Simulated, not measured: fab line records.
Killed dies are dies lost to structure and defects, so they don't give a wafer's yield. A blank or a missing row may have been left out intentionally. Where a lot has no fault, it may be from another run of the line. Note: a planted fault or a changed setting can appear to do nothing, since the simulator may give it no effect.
fab line records	flow nand_harc
record lots=24	wafers=72	last_day=24
route steps=1159 shown A_STAIRCASE@740 A_SGD_CUT@762 A_SLIT@780 A_CONTACT@856
lots that met no fault: from a run of the same line without faults
start_h: start of the lot's first displayed wafer, in hours after the record's first day	wait_h: time in hours since the lot's previous step	" repeats the value in the row above	L1.1+2: several wafers, shown together as one row	- value missing, or start not given	* or withheld: withheld	< > ~ a bound
route shown NAME@n: NAME is a module with steps in the file, n the number in the route of the first one	usual: average and standard deviation across the fault-free wafers	same: alike in all rows	chamber/n: place in a boat	sites: each site's reading	_std_site: standard deviation across them	_edge_site: the outer-site mean with the inner-site mean subtracted	radius_mm: for every site, how far away it sits from the centre of the wafer	mask NAME#n: copy n	behind: the most recent tool/chamber to have shaped the wafer	hold: why the lot was held/for how many hours/how that ended	device: the n, p or np transistor that did not switch	end of line: the tests these same wafers got at the end of their route	a step with no rows: only its recipe	killed: the dies lost at the first sort to structure and to defects; this is not the yield of the wafer	map: per-die view of a wafer (x killed, . not killed, _ where there is no die)
set.NAME: the run value of the setting; set.NAME@STEP: its run value at that earlier step	model.NAME: the simulator's own value behind a step, which no gauge read
steps of the route over a sample of lots; a table a step, a row a wafer
services: from which hour (start_h, from the record's first day; less than 0 if before it) a tool's chamber was out of use, for how many hours, and why
## steps
# step NHARC_A_STAIRCASE_ETCHBACK_157
# recipe target_depth_a=900	over_etch_frac=0.3	time_s=167.14	ion_energy_ev=120	ch3f_flow_sccm=50	o2_flow_sccm=30	ar_flow_sccm=200	rf_w=500	bias_w=100	chemistry=CH3F/O2
# usual drypump_motor_current_A=5.9/0.43	oes_product_au=0.96/0.033	rf_vpp_V=244.1/1.7	showerhead_plenum_p_Torr=2.44/0.093	throttle_valve_pct=20.663/0.0087
lot.wafer	tool	chamber	start_h	wait_h	drypump_motor_current_A	oes_product_au	rf_hours_counter_h	rf_vpp_V	showerhead_plenum_p_Torr	throttle_valve_pct
L074.4	rie_diel-13	1	303.57	0.1	5.7	1.00	5	247.3	2.63	20.669
L074.1	"	0	"	"	5.9	0.99	6	245.3	2.51	20.676
L074.5	"	1	"	"	5.7	0.99	-	245.6	2.63	20.667
L075.2	rie_diel-08	1	331.97	0.2	6.5	0.99	9	242.6	2.33	20.649
L075.4	"	3	"	"	6.3	1.00	10	242.0	2.40	20.661
L075.6	"	1	"	"	6.5	1.00	-	242.7	2.33	20.663
L076.3	rie_diel-13	0	332.13	0.2	5.9	1.01	19	245.0	2.51	20.672
L076.4	"	1	"	"	5.7	1.00	17	245.9	2.63	20.657
L076.5	"	2	"	"	6.4	0.99	-	241.6	2.35	20.682
L077.4	rie_diel-13	1	333.39	0.2	5.7	1.00	18	248.0	2.63	20.670
L077.6	"	0	"	"	5.9	1.00	-	244.0	2.51	20.644
L077.5	"	1	"	"	5.7	1.00	-	246.7	2.63	20.659
L078.1	rie_diel-08	0	333.44	0.2	5.7	1.00	10	244.3	2.42	20.655
L078.2	"	2	"	"	6.3	0.99	10	242.9	2.42	20.659
L078.6	"	3	"	"	6.4	1.00	-	244.3	2.40	20.660
L081.3	rie_diel-08	3	337.85	0.2	6.4	0.99	12	244.9	2.40	20.676
L081.2	"	0	"	"	5.7	0.99	12	244.5	2.42	20.648
L081.5	"	3	"	"	6.4	1.00	-	243.5	2.40	20.647
L080.2	rie_diel-08	2	344.16	0.1	6.3	1.00	14	244.5	2.42	20.669
L080.1	"	3	"	"	6.4	1.00	14	243.5	2.40	20.647
L080.6	"	2	"	"	6.2	1.00	-	244.1	2.42	20.669
L082.1	rie_diel-13	1	351.74	0.3	5.7	0.96	26	247.9	2.62	20.673
L082.3	"	0	"	"	5.9	0.97	28	245.7	2.51	20.656
L082.6	"	1	"	"	5.7	0.98	-	246.8	2.62	20.686
L079.2	rie_diel-09	2	351.81	0.2	5.3	0.94	40	244.8	2.54	20.654
L079.4	"	3	"	"	5.3	0.93	37	245.2	2.51	20.660
L079.6	"	3	"	"	5.3	0.92	-	245.7	2.51	20.670
L083.1	rie_diel-09	0	361.88	0.2	5.7	0.93	40	241.4	2.30	20.646
L083.3	"	1	"	"	6.8	0.93	40	243.6	2.43	20.657
L083.5	"	2	"	"	5.3	0.95	-	245.4	2.54	20.661
L084.2	rie_diel-08	2	375.03	0.2	6.3	0.95	25	243.6	2.42	20.667
L084.4	"	3	"	"	6.4	0.94	24	242.0	2.40	20.665
L084.1	"	0	"	"	5.7	0.93	23	244.3	2.42	20.680
L086.4	rie_diel-13	3	375.11	0.1	5.4	0.98	32	243.7	2.43	20.669
L086.2	"	0	"	"	5.9	0.96	33	245.9	2.50	20.646
L086.5	"	3	"	"	5.4	0.97	-	243.6	2.43	20.673
L087.4	rie_diel-13	1	382.26	0.2	5.7	0.92	34	247.8	2.62	20.662
L087.5	"	1	"	"	5.7	0.92	-	246.5	2.62	20.655
L087.6	"	2	"	"	6.3	0.93	-	242.7	2.34	20.675
L085.1	rie_diel-08	2	389.75	0.2	6.3	0.93	28	242.3	2.41	20.653
L085.3	"	3	"	"	6.4	0.92	28	245.4	2.40	20.657
L085.5	"	1	"	"	6.4	0.92	-	244.4	2.33	20.655
L089.1	rie_diel-09	2	394.86	0.2	5.4	1.01	53	245.2	2.53	20.673
L089.6	"	0	"	"	5.7	0.98	-	240.8	2.29	20.681
L089.5	"	1	"	"	6.8	0.99	-	244.5	2.43	20.664
L091.3	rie_diel-08	2	403.39	0.2	6.3	0.93	34	245.0	2.41	20.666
L091.5	"	3	"	"	6.4	0.91	-	242.5	2.39	20.668
L091.6	"	0	"	"	5.7	0.92	-	243.3	2.42	20.655
L088.4	rie_diel-13	3	403.90	0.2	5.4	0.92	42	245.6	2.42	20.657
L088.3	"	1	"	"	5.7	0.92	45	246.8	2.62	20.661
L088.6	"	3	"	"	5.4	0.93	-	242.7	2.42	20.652
L090.1	rie_diel-08	0	404.28	0.3	5.7	0.96	30	243.1	2.42	20.672
L090.2	"	1	"	"	6.4	0.99	33	241.7	2.32	20.662
L090.3	"	2	"	"	6.3	1.00	34	244.7	2.41	20.674
L093.2	rie_diel-09	2	404.63	0.1	5.4	0.94	60	246.8	2.53	20.681
L093.4	"	0	"	"	5.7	0.90	55	241.5	2.29	20.661
L093.6	"	3	"	"	5.3	0.93	-	244.5	2.50	20.657
L092.1	rie_diel-09	3	405.30	0.2	5.3	1.00	58	246.2	2.50	20.660
L092.3	"	0	"	"	5.7	0.98	55	240.0	2.29	20.665
L092.4	"	1	"	"	6.8	0.99	56	243.9	2.43	20.669
L094.1	rie_diel-13	0	415.09	0.1	5.9	0.93	48	244.9	2.50	20.668
L094.2	"	1	"	"	5.7	0.92	48	246.4	2.62	20.669
L094.5	"	0	"	"	5.9	0.92	-	243.7	2.50	20.655
L096.1	rie_diel-13	1	427.46	0.2	5.7	0.93	52	246.0	2.61	20.667
L096.3	"	0	"	"	5.9	0.94	52	244.6	2.50	20.673
L096.5	"	2	"	"	6.3	0.93	-	240.9	2.33	20.662
L095.4	rie_diel-08	1	427.71	0.2	6.4	0.97	41	241.1	2.32	20.663
L095.2	"	0	"	"	5.7	0.97	39	242.0	2.41	20.668
L095.6	"	2	"	"	6.3	0.97	-	244.3	2.41	20.660
L097.3	rie_diel-13	0	452.65	0.2	5.9	0.93	62	245.9	2.49	20.658
L097.2	"	1	"	"	5.7	0.92	63	247.3	2.61	20.648
L097.1	"	2	"	"	6.3	0.91	60	242.9	2.33	20.664
# step NHARC_A_STAIRCASE_STRIP_475
# recipe time_s=20	o2_flow_sccm=500	ar_flow_sccm=0	bias_w=0	chemistry=O2
# usual drypump_motor_current_A=6.0/0.43	oes_product_au=0.998/0.0092	rf_vpp_V=57.7/0.91	showerhead_plenum_p_Torr=3.49/0.12	throttle_valve_pct=17.037/0.0098
lot.wafer	tool	chamber	start_h	wait_h	drypump_motor_current_A	oes_product_au	rf_hours_counter_h	rf_vpp_V	showerhead_plenum_p_Torr	throttle_valve_pct
L074.1	rie_diel-13	3	-	-	5.4	1.003	6	57.9	3.50	17.038
L074.4	"	2	"	"	6.3	0.994	5	57.3	3.38	17.039
L074.5	"	0	"	"	5.9	0.992	-	59.0	3.60	17.024
L075.4	rie_diel-08	3	-	-	6.4	1.015	10	57.0	3.45	17.044
L075.2	"	0	"	"	5.7	0.996	9	57.2	3.48	17.032
L075.6	"	3	"	"	6.4	1.007	-	58.1	3.45	17.030
L076.3	rie_diel-13	2	-	-	6.3	1.000	16	55.8	3.37	17.050
L076.4	"	3	"	"	5.4	1.016	18	56.7	3.49	17.028
L076.5	"	1	"	"	5.7	0.996	-	59.9	3.76	17.038
L077.4	rie_diel-13	1	-	-	5.7	1.008	18	58.3	3.76	17.041
L077.5	"	2	"	"	6.3	1.003	-	57.1	3.37	17.031
L077.6	"	3	"	"	5.4	1.009	-	60.2	3.49	17.048
L078.1	rie_diel-08	1	-	-	6.4	0.998	10	58.7	3.35	17.031
L078.2	"	2	"	"	6.3	0.996	10	57.3	3.48	17.045
L078.6	"	3	"	"	6.3	1.000	-	57.6	3.45	17.042
L081.2	rie_diel-08	2	-	-	6.3	0.991	12	58.1	3.48	17.043
L081.3	"	3	"	"	6.4	1.002	12	56.8	3.45	17.048
L081.5	"	3	"	"	6.4	0.992	-	56.2	3.45	17.030
L080.1	rie_diel-08	0	-	-	5.6	0.991	14	57.3	3.48	17.046
L080.2	"	1	"	"	6.4	0.997	14	58.3	3.35	17.053
L080.6	"	2	"	"	6.3	0.987	-	57.9	3.47	17.027
L082.1	rie_diel-13	2	-	-	6.3	1.006	25	57.8	3.37	17.028
L082.3	"	1	"	"	5.7	0.996	27	58.8	3.76	17.046
L082.6	"	2	"	"	6.4	0.999	-	57.7	3.37	17.064
L079.2	rie_diel-09	3	-	-	5.3	1.011	37	58.3	3.60	17.022
L079.4	"	2	"	"	5.3	1.008	40	59.0	3.64	17.034
L079.6	"	3	"	"	5.3	1.006	-	56.6	3.60	17.036
L083.1	rie_diel-09	2	-	-	5.4	1.015	42	59.4	3.64	17.044
L083.3	"	0	"	"	5.8	0.990	40	55.8	3.30	17.032
L083.5	"	2	"	"	5.4	1.009	-	59.8	3.64	17.037
L084.4	rie_diel-08	1	-	-	6.4	1.002	23	56.3	3.34	17.056
L084.2	"	2	"	"	6.2	0.991	25	58.6	3.47	17.040
L084.1	"	3	"	"	6.4	0.999	24	57.0	3.45	17.061
L086.4	rie_diel-13	1	-	-	5.7	0.986	33	58.0	3.75	17.033
L086.2	"	0	"	"	5.9	1.000	33	58.1	3.59	17.029
L086.5	"	1	"	"	5.7	0.994	-	58.0	3.75	17.023
L087.4	rie_diel-13	2	-	-	6.3	0.999	33	57.0	3.36	17.036
L087.6	"	1	"	"	5.7	0.989	-	58.1	3.75	17.042
L087.5	"	2	"	"	6.3	0.995	-	58.8	3.36	17.055
L085.3	rie_diel-08	1	-	-	6.5	1.012	27	56.7	3.34	17.028
L085.1	"	2	"	"	6.3	1.003	28	57.2	3.47	17.040
L085.5	"	0	"	"	5.7	0.989	-	58.2	3.47	17.031
L089.1	rie_diel-09	2	-	-	5.4	1.010	53	58.6	3.63	17.037
L089.6	"	0	"	"	5.8	0.969	-	57.0	3.30	17.041
L089.5	"	1	"	"	6.8	0.995	-	58.1	3.49	17.029
L091.3	rie_diel-08	0	-	-	5.7	0.980	30	57.4	3.47	17.046
L091.6	"	1	"	"	6.5	0.990	-	57.2	3.34	17.042
L091.5	"	2	"	"	6.3	0.998	-	58.1	3.46	17.046
L088.4	rie_diel-13	2	-	-	6.4	1.000	43	57.8	3.36	17.055
L088.3	"	3	"	"	5.4	1.001	42	58.8	3.48	17.040
L088.6	"	1	"	"	5.7	0.999	-	57.4	3.75	17.040
L090.2	rie_diel-08	2	-	-	6.3	1.006	34	58.0	3.46	17.036
L090.1	"	3	"	"	6.4	1.010	35	56.3	3.44	17.036
L090.3	"	0	"	"	5.7	0.992	30	57.4	3.47	17.032
L093.4	rie_diel-09	0	-	-	5.8	0.989	55	57.8	3.29	17.036
L093.2	"	1	"	"	6.8	0.998	56	57.8	3.48	17.020
L093.6	"	1	"	"	6.8	0.990	-	56.8	3.48	17.034
L092.4	rie_diel-09	3	-	-	5.3	0.994	58	56.5	3.59	17.037
L092.3	"	0	"	"	5.8	0.975	55	58.3	3.29	17.038
L092.1	"	2	"	"	5.4	1.009	60	55.8	3.63	17.043
L094.2	rie_diel-13	3	-	-	5.4	1.003	46	56.1	3.48	17.064
L094.1	"	1	"	"	5.7	0.992	48	58.1	3.75	17.039
L094.5	"	0	"	"	5.9	1.003	-	57.7	3.58	17.036
L096.3	rie_diel-13	2	-	-	6.4	1.011	49	56.9	3.35	17.041
L096.1	"	0	"	"	5.9	1.007	52	58.1	3.58	17.036
L096.5	"	1	"	"	5.7	1.005	-	59.6	3.74	17.021
L095.2	rie_diel-08	0	-	-	5.7	0.996	39	58.2	3.47	17.045
L095.4	"	2	"	"	6.3	0.988	43	57.7	3.46	17.026
L095.6	"	1	"	"	6.5	0.999	-	57.1	3.33	17.033
L097.3	rie_diel-08	2	453.36	-	6.3	0.994	55	57.3	3.45	17.029
L097.2	"	3	"	"	6.4	0.997	54	59.0	3.43	17.026
L097.1	"	0	"	"	5.7	0.991	49	58.0	3.46	17.046
# step NHARC_A_SGD_CUT_ETCH_58
# recipe target_depth_a=390	over_etch_frac=0.3	time_s=65	ion_energy_ev=80	cf4_flow_sccm=150	ar_flow_sccm=0	rf_w=300	bias_w=100	chemistry=CF4
# usual drypump_motor_current_A=5.7/0.45	oes_product_au=0.998/0.0094	rf_vpp_V=151.2/1.3	showerhead_plenum_p_Torr=1.76/0.075	throttle_valve_pct=13.283/0.0093
lot.wafer	tool	chamber	start_h	wait_h	drypump_motor_current_A	oes_product_au	rf_hours_counter_h	rf_vpp_V	showerhead_plenum_p_Torr	throttle_valve_pct
L074.1	rie_diel-01	2	305.57	0.1	5.6	0.983	18	148.8	1.67	13.289
L074.4	"	0	"	"	5.6	0.998	19	149.5	1.73	13.282
L074.5	"	3	"	"	6.3	0.985	-	150.9	1.80	13.279
L075.2	rie_diel-01	3	333.93	0.1	6.3	0.995	1	152.8	1.80	13.263
L075.4	"	2	"	"	5.6	0.995	-	151.3	1.66	13.293
L075.6	"	1	"	"	5.3	0.986	-	149.9	1.69	13.264
L076.3	rie_diel-05	0	333.95	0.1	5.3	0.979	11	151.0	1.78	13.267
L076.4	"	2	"	"	6.4	0.983	10	149.3	1.71	13.282
L076.5	"	1	"	"	5.2	0.981	-	151.7	1.82	13.281
L077.4	rie_diel-01	2	335.35	0.0	5.6	0.996	1	150.8	1.66	13.293
L077.5	"	0	"	"	5.6	0.994	-	149.9	1.73	13.280
L077.6	"	1	"	"	5.3	0.983	-	150.8	1.69	13.289
L078.2	rie_diel-11	3	335.47	0.1	5.0	0.998	12	152.8	1.88	13.296
L078.1	"	0	"	"	6.2	0.993	13	150.6	1.68	13.280
L078.6	"	0	"	"	6.2	0.996	-	150.0	1.68	13.288
L081.2	rie_diel-05	0	339.93	0.1	5.3	0.983	11	150.2	1.78	13.295
L081.3	"	1	"	"	5.2	0.987	11	150.8	1.82	13.277
L081.5	"	3	"	"	5.9	1.009	-	152.6	1.84	13.278
L080.2	rie_diel-11	2	346.14	0.1	5.3	0.987	13	152.5	1.87	13.296
L080.1	"	0	"	"	6.2	1.003	14	149.7	1.68	13.282
L080.6	"	1	"	"	6.0	1.006	-	149.7	1.65	13.281
L082.3	rie_diel-01	0	353.82	0.1	5.6	1.001	3	151.6	1.73	13.283
L082.1	"	1	"	"	5.3	0.987	5	150.0	1.69	13.300
L082.6	"	0	"	"	5.6	0.993	-	150.7	1.73	13.274
L079.2	rie_diel-05	3	353.97	0.1	5.9	1.008	1	151.6	1.84	13.282
L079.4	"	0	"	"	5.3	1.012	1	152.1	1.78	13.270
L079.6	"	2	"	"	6.4	0.999	-	150.2	1.71	13.273
L083.1	rie_diel-05	1	363.80	0.1	5.2	1.007	2	151.7	1.81	13.301
L083.3	"	3	"	"	5.9	1.000	2	151.3	1.84	13.304
L083.5	"	1	"	"	5.2	1.002	-	151.7	1.81	13.281
L084.1	rie_diel-11	3	376.97	0.1	5.0	1.004	0	151.8	1.88	13.275
L084.2	"	0	"	"	6.2	1.001	0	150.1	1.68	13.287
L084.4	"	2	"	"	5.2	0.996	0	153.2	1.87	13.277
L086.4	rie_diel-05	3	377.14	0.1	6.0	0.997	2	152.7	1.84	13.286
L086.2	"	2	"	"	6.4	0.996	3	150.8	1.71	13.278
L086.5	"	0	"	"	5.3	1.006	-	151.5	1.78	13.285
L087.4	rie_diel-11	1	384.39	0.1	6.0	1.005	1	150.2	1.65	13.281
L087.5	"	3	"	"	5.0	1.015	-	151.9	1.88	13.290
L087.6	"	0	"	"	6.2	1.009	-	148.5	1.68	13.284
L085.1	rie_diel-05	1	391.69	0.1	5.2	0.989	3	150.3	1.81	13.290
L085.3	"	3	"	"	6.0	0.979	3	153.0	1.84	13.286
L085.5	"	2	"	"	6.4	0.985	-	149.9	1.71	13.267
L089.1	rie_diel-01	3	396.80	0.1	6.3	0.996	6	151.4	1.80	13.271
L089.5	"	0	"	"	5.6	0.988	-	149.9	1.73	13.282
L089.6	"	1	"	"	5.3	0.974	-	150.4	1.69	13.282
L091.3	rie_diel-01	2	405.17	0.1	5.6	1.003	9	150.5	1.66	13.294
L091.5	"	0	"	"	5.6	1.015	-	150.3	1.73	13.293
L091.6	"	1	"	"	5.4	0.990	-	149.7	1.69	13.293
L088.3	rie_diel-11	3	405.86	0.1	5.0	0.989	3	155.1	1.88	13.291
L088.4	"	1	"	"	6.0	0.998	3	151.4	1.65	13.289
L088.6	"	3	"	"	5.0	0.992	-	153.9	1.88	13.286
L090.1	rie_diel-05	1	406.22	0.1	5.2	1.000	4	152.2	1.81	13.285
L090.2	"	2	"	"	6.4	0.999	4	150.0	1.71	13.279
L090.3	"	0	"	"	5.3	0.999	3	152.0	1.78	13.295
L093.4	rie_diel-01	3	406.60	0.1	6.2	1.000	6	151.1	1.80	13.266
L093.2	"	0	"	"	5.6	1.004	8	151.8	1.73	13.278
L093.6	"	3	"	"	6.2	1.008	-	153.0	1.80	13.284
L092.1	rie_diel-11	1	407.25	0.1	6.0	1.010	3	150.4	1.65	13.279
L092.3	"	3	"	"	5.0	1.007	3	152.6	1.88	13.276
L092.4	"	0	"	"	6.2	1.014	3	151.4	1.68	13.267
L094.2	rie_diel-05	1	417.14	0.1	5.2	0.995	4	150.9	1.81	13.291
L094.1	"	3	"	"	5.9	1.006	4	152.4	1.84	13.277
L094.5	"	1	"	"	5.1	0.989	-	152.4	1.81	13.286
L096.1	rie_diel-01	2	429.48	0.1	5.6	1.001	11	149.9	1.66	13.279
L096.3	"	1	"	"	5.3	0.993	12	150.1	1.69	13.290
L096.5	"	2	"	"	5.6	1.001	-	149.6	1.66	13.266
L095.2	rie_diel-05	3	429.83	0.1	5.9	0.996	5	151.8	1.84	13.279
L095.4	"	0	"	"	5.3	1.009	5	152.5	1.78	13.288
L095.6	"	3	"	"	5.9	1.000	-	153.0	1.84	13.271
L097.3	rie_diel-01	0	455.36	0.1	5.6	1.010	13	150.3	1.73	13.279
L097.1	"	1	"	"	5.4	0.986	15	148.0	1.69	13.270
L097.2	"	2	"	"	5.6	1.001	15	149.6	1.66	13.285
# step NHARC_A_SLIT_DEP_00
# recipe target_thk_a=32000	temp_c=400	material=aC
# usual susceptor_temp_C=400.01/0.19	throttle_valve_pct=35.001/0.0092
lot.wafer	tool	chamber	start_h	wait_h	susceptor_temp_C	throttle_valve_pct
L074.1	acl_dep-01	0	315.14	-	-	34.997
L074.4	"	0	"	"	-	34.996
L074.5	"	0	"	"	-	34.977
L075.2	acl_dep-03	0	342.23	-	400.42	35.009
L075.4	"	0	"	"	400.37	35.003
L075.6	"	0	"	"	400.17	34.995
L078.1	acl_dep-02	0	342.80	-	-	35.005
L078.2	"	0	"	"	-	35.009
L078.6	"	0	344.43	-	-	34.999
L076.3	acl_dep-01	0	343.11	2.3	399.55	34.998
L076.4	"	0	"	"	399.85	35.002
L076.5	"	0	"	"	399.72	35.011
L077.4	acl_dep-03	0	344.84	3.7	-	35.001
L077.5	"	0	"	"	-	35.001
L077.6	"	0	"	"	-	35.020
L081.2	acl_dep-01	0	350.04	-	400.12	35.012
L081.3	"	0	"	"	400.00	35.014
L081.5	"	0	"	"	399.58	35.011
L080.1	acl_dep-03	0	358.28	-	400.23	35.011
L080.2	"	0	"	"	400.03	34.999
L080.6	"	0	359.93	-	399.96	35.016
L082.1	acl_dep-01	0	363.35	-	400.04	35.018
L082.3	"	0	"	"	399.64	35.003
L082.6	"	0	"	"	399.55	35.002
L079.2	acl_dep-03	0	364.28	-	399.96	35.004
L079.4	"	0	"	"	399.95	35.007
L079.6	"	0	"	"	399.93	34.994
L083.1	acl_dep-02	0	370.32	-	400.25	34.993
L083.3	"	0	"	"	400.28	34.986
L083.5	"	0	"	"	400.01	35.005
L084.1	acl_dep-03	0	383.49	-	400.19	34.983
L084.2	"	0	"	"	400.14	35.007
L084.4	"	0	"	"	399.87	34.998
L086.2	acl_dep-01	0	383.90	-	399.94	35.009
L086.4	"	0	"	"	400.03	34.997
L086.5	"	0	"	"	400.13	34.994
L087.4	acl_dep-01	0	393.43	-	-	35.008
L087.5	"	0	"	"	-	34.999
L087.6	"	0	"	"	-	35.010
L085.1	acl_dep-01	0	398.43	-	-	34.992
L085.3	"	0	"	"	-	35.013
L085.5	"	0	"	"	-	34.998
L089.1	acl_dep-01	0	405.78	-	-	34.997
L089.5	"	0	407.08	-	-	34.983
L089.6	"	0	"	"	-	35.004
L088.3	acl_dep-02	0	419.79	-	400.06	34.999
L088.4	"	0	"	"	400.01	34.999
L088.6	"	0	"	"	399.86	35.007
L091.3	acl_dep-01	0	420.61	-	400.18	35.020
L091.5	"	0	"	"	400.18	34.998
L091.6	"	0	"	"	399.89	34.997
L090.1	acl_dep-03	0	420.81	-	400.19	35.003
L090.2	"	0	"	"	400.01	34.980
L090.3	"	0	"	"	399.93	35.003
L093.2	acl_dep-02	0	421.43	-	400.01	34.990
L093.4	"	0	"	"	399.89	35.019
L093.6	"	0	"	"	400.11	35.005
L092.1	acl_dep-01	0	421.93	-	399.85	34.995
L092.3	"	0	"	"	399.85	34.990
L092.4	"	0	"	"	400.12	35.023
L094.1	acl_dep-01	0	426.97	-	400.18	34.998
L094.2	"	0	"	"	399.89	35.000
L094.5	"	0	"	"	400.06	35.002
L095.2	acl_dep-03	0	436.93	-	399.87	35.001
L095.4	"	0	"	"	400.17	35.002
L095.6	"	0	"	"	399.95	35.006
L096.1	acl_dep-01	0	437.38	-	-	34.984
L096.3	"	0	"	"	-	35.003
L096.5	"	0	"	"	-	34.993
L097.1	acl_dep-03	0	462.23	-	400.02	34.994
L097.2	"	0	"	"	399.98	34.992
L097.3	"	0	"	"	400.00	34.998
# step NHARC_A_CONTACT_INSPECT_44
# usual raw_defect_count=27/12
lot.wafer	tool	chamber	start_h	wait_h	raw_defect_count
L074.1	defect_inspect-01	-	368.82	0.0	19
L074.4	"	-	"	"	23
L074.5	"	-	"	"	27
L076.3	defect_inspect-02	-	395.95	0.0	28
L076.4	"	-	"	"	29
L076.5	"	-	"	"	22
L078.1	defect_inspect-01	-	400.24	0.0	30
L078.2	"	-	"	"	26
L078.6	"	-	"	"	24
L075.2	defect_inspect-02	-	402.72	0.0	27
L075.4	"	-	"	"	21
L075.6	"	-	"	"	23
L077.4	defect_inspect-01	-	406.95	0.0	17
L077.5	"	-	"	"	17
L077.6	"	-	"	"	26
L081.2	defect_inspect-01	-	408.29	0.0	47
L081.3	"	-	"	"	31
L081.5	"	-	"	"	25
L080.1	defect_inspect-01	-	414.31	0.0	9
L080.2	"	-	"	"	10
L080.6	"	-	"	"	10
L082.1	defect_inspect-01	-	420.15	0.0	24
L082.3	"	-	"	"	19
L082.6	"	-	"	"	33
L079.2	defect_inspect-01	-	425.71	0.0	15
L079.4	"	-	"	"	10
L079.6	"	-	"	"	18
L084.1	defect_inspect-02	-	431.95	0.0	39
L084.2	"	-	"	"	33
L084.4	"	-	"	"	25
L083.1	defect_inspect-02	-	433.74	0.0	13
L083.3	"	-	"	"	15
L083.5	"	-	"	"	10
L086.2	defect_inspect-01	-	438.25	0.0	44
L086.4	"	-	"	"	44
L086.5	"	-	"	"	39
L085.1	defect_inspect-01	-	443.06	0.0	39
L085.3	"	-	"	"	44
L085.5	"	-	"	"	38
L087.4	defect_inspect-01	-	443.52	0.0	13
L087.5	"	-	"	"	11
L087.6	"	-	"	"	12
L089.1	defect_inspect-01	-	456.07	0.0	14
L089.5	"	-	"	"	14
L089.6	"	-	"	"	7
L091.3	defect_inspect-01	-	469.41	0.0	28
L091.5	"	-	"	"	27
L091.6	"	-	"	"	22
L093.2	defect_inspect-01	-	471.68	0.0	29
L093.4	"	-	"	"	20
L093.6	"	-	"	"	30
L088.3	defect_inspect-01	-	473.06	0.0	40
L088.4	"	-	"	"	40
L088.6	"	-	"	"	46
L090.1	defect_inspect-02	-	476.61	0.0	38
L090.2	"	-	"	"	29
L090.3	"	-	"	"	33
L092.1	defect_inspect-01	-	478.38	0.0	30
L092.3	"	-	"	"	38
L092.4	"	-	"	"	35
L096.1	defect_inspect-01	-	484.40	0.0	14
L096.3	"	-	"	"	17
L096.5	"	-	"	"	15
L094.1	defect_inspect-02	-	484.65	0.0	27
L094.2	"	-	"	"	33
L094.5	"	-	"	"	28
L095.2	defect_inspect-01	-	495.13	0.0	53
L095.4	"	-	"	"	45
L095.6	"	-	"	"	50
L097.1	defect_inspect-02	-	513.95	0.0	38
L097.2	"	-	"	"	39
L097.3	"	-	"	"	38
# step NHARC_A_CONTACT_ETCH_114
# recipe source_w=withheld	pressure_mtorr=20	bias_v=3000	time_s=94	target_depth_a=9220	ar_flow_sccm=withheld	c4f8_flow_sccm=withheld	o2_flow_sccm=withheld	chemistry=C4F8/O2/Ar
lot.wafer	tool	chamber	start_h	wait_h	rf_hours_counter_h
L074.1	har_cap_etch-01	0	370.58	0.1	55
L074.4	"	1	"	"	-
L074.5	"	0	"	"	-
L076.4	har_cap_etch-02	1	397.68	0.1	-
L076.3	"	0	"	"	-
L076.5	"	0	"	"	-
L078.2	har_cap_etch-01	0	401.95	0.1	57
L078.1	"	1	"	"	57
L078.6	"	0	"	"	-
L075.2	har_cap_etch-03	1	404.52	0.1	83
L075.4	"	0	"	"	-
L075.6	"	1	"	"	-
L077.4	har_cap_etch-01	0	408.76	0.1	-
L077.5	"	0	"	"	-
L077.6	"	1	"	"	-
L081.2	har_cap_etch-03	0	409.99	0.1	85
L081.3	"	0	"	"	-
L081.5	"	1	"	"	-
L080.1	har_cap_etch-02	1	416.01	0.1	13
L080.2	"	0	"	"	13
L080.6	"	1	"	"	-
L082.1	har_cap_etch-01	0	421.97	0.1	62
L082.3	"	1	"	"	-
L082.6	"	0	"	"	-
L079.2	har_cap_etch-02	0	427.43	0.1	16
L079.4	"	1	"	"	-
L079.6	"	1	"	"	-
L084.2	har_cap_etch-01	1	433.79	0.1	64
L084.1	"	0	"	"	64
L084.4	"	0	"	"	-
L083.1	har_cap_etch-03	0	436.06	0.1	90
L083.3	"	0	"	"	-
L083.5	"	0	"	"	-
L086.2	har_cap_etch-03	1	440.16	0.1	91
L086.4	"	0	"	"	-
L086.5	"	0	"	"	-
L085.1	har_cap_etch-02	1	444.90	0.1	21
L085.3	"	0	"	"	-
L085.5	"	1	"	"	-
L087.4	har_cap_etch-03	0	445.27	0.1	-
L087.6	"	1	"	"	-
L087.5	"	0	"	"	-
L089.1	har_cap_etch-02	1	457.79	0.1	24
L089.6	"	0	"	"	-
L089.5	"	1	"	"	-
L091.3	har_cap_etch-02	0	471.87	0.1	-
L091.6	"	0	"	"	-
L091.5	"	1	"	"	-
L093.2	har_cap_etch-01	1	474.17	0.1	73
L093.4	"	1	"	"	-
L093.6	"	1	"	"	-
L088.4	har_cap_etch-03	0	474.89	0.1	-
L088.3	"	1	"	"	-
L088.6	"	0	"	"	-
L090.2	har_cap_etch-02	1	478.32	0.1	27
L090.1	"	0	"	"	27
L090.3	"	1	"	"	-
L092.1	har_cap_etch-01	0	480.13	0.1	74
L092.4	"	1	"	"	-
L092.3	"	0	"	"	-
L096.1	har_cap_etch-03	1	486.21	0.1	100
L096.3	"	0	"	"	-
L096.5	"	1	"	"	-
L094.1	har_cap_etch-02	1	486.73	0.1	29
L094.2	"	0	"	"	29
L094.5	"	0	"	"	-
L095.2	har_cap_etch-02	1	496.85	0.1	31
L095.4	"	0	"	"	-
L095.6	"	0	"	"	-
L097.1	har_cap_etch-03	1	515.65	0.1	105
L097.2	"	0	"	"	105
L097.3	"	0	"	"	-
## services
tool	chamber	start_h	hours	kind
rie_diel-09	3	280.83	3.4	repair
acl_dep-01	-	293.46	13.0	pm
rie_diel-13	-	296.68	1.2	repair
rie_diel-08	-	302.89	9.0	pm
har_cap_etch-02	-	305.00	17.0	pm
rie_diel-09	0	305.02	1.4	repair
rie_diel-05	2	313.88	9.6	repair
rie_diel-01	-	314.80	9.0	pm
rie_diel-01	0	332.69	2.6	repair
rie_diel-05	-	340.60	9.0	pm
rie_diel-01	1	342.34	2.6	repair
rie_diel-01	3	342.38	15.7	repair
rie_diel-01	0	345.56	6.6	repair
rie_diel-08	0	397.27	2.3	repair
acl_dep-03	-	407.81	13.0	pm
rie_diel-09	-	431.16	9.0	pm
rie_diel-05	1	441.04	6.7	repair
rie_diel-13	-	453.36	9.0	pm
rie_diel-09	0	458.56	6.1	repair
rie_diel-05	2	461.19	116.2	repair
acl_dep-01	-	475.97	13.0	pm
rie_diel-01	3	478.11	3.8	repair
rie_diel-08	-	479.89	9.0	pm
rie_diel-01	-	491.80	9.0	pm
## key
fault none
